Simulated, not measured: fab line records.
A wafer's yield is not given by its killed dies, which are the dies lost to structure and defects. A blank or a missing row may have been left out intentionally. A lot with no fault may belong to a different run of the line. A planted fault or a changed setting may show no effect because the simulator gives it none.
Chamber matching -- flow n5Finfet -- 3 sister chambers for N5_FIN_SAQP_PECVD_47 on pecvd-03
The step deposits a-Si from SiH4/He, target thk 45 nm, time 36.3 s. 6 wafers are shown with their chamber, then 7 later ones without.

## WAFERS, EACH WITH ITS CHAMBER
wafer,chamber,throttleValvePct (%),showerheadPlenumPTorr (Torr)
L077.2,2,17.5,5.62
L077.4,1,17.7,5.65
L085.2,1,17.4,5.66
L085.4,2,17.2,5.63
L090.1,0,18.5,5.64
L090.5,0,18.6,5.65

## WAFERS MISSING THEIR CHAMBER
wafer,throttleValvePct (%),showerheadPlenumPTorr (Torr)
L090.6,17.8,5.65
L091.1,18.2,5.64
L091.2,17.4,5.64
L091.4,17.2,5.61
L096.1,18.7,5.65
L096.3,17.0,5.61
L096.4,17.8,5.65

## EACH ONE'S CHAMBER
wafer,from the rows above,in truth
L090.6,1,1
L091.1,0,0
L091.2,can't be placed: 2 or 1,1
L091.4,2,2
L096.1,0,0
L096.3,2,2
L096.4,1,1
Placed correctly: 6 of 7. Not placeable from these rows: 1 (in 1, the candidates include the true chamber). Number placed wrongly: 0.
How it was worked out, from the rows above alone: a wafer's distance from a chamber is the root of the sum, over the readings, of the square of ((its reading less the chamber's mean) divided by the reading's scatter). The wafer belongs to the nearest chamber; if the next one is less than 2 further off, it can't be placed. Each chamber's mean is taken over the wafers shown for it. The scatter: take each reading less its chamber's mean, square it, sum over the shown wafers, divide by the number of wafers less the number of chambers, and take the root.
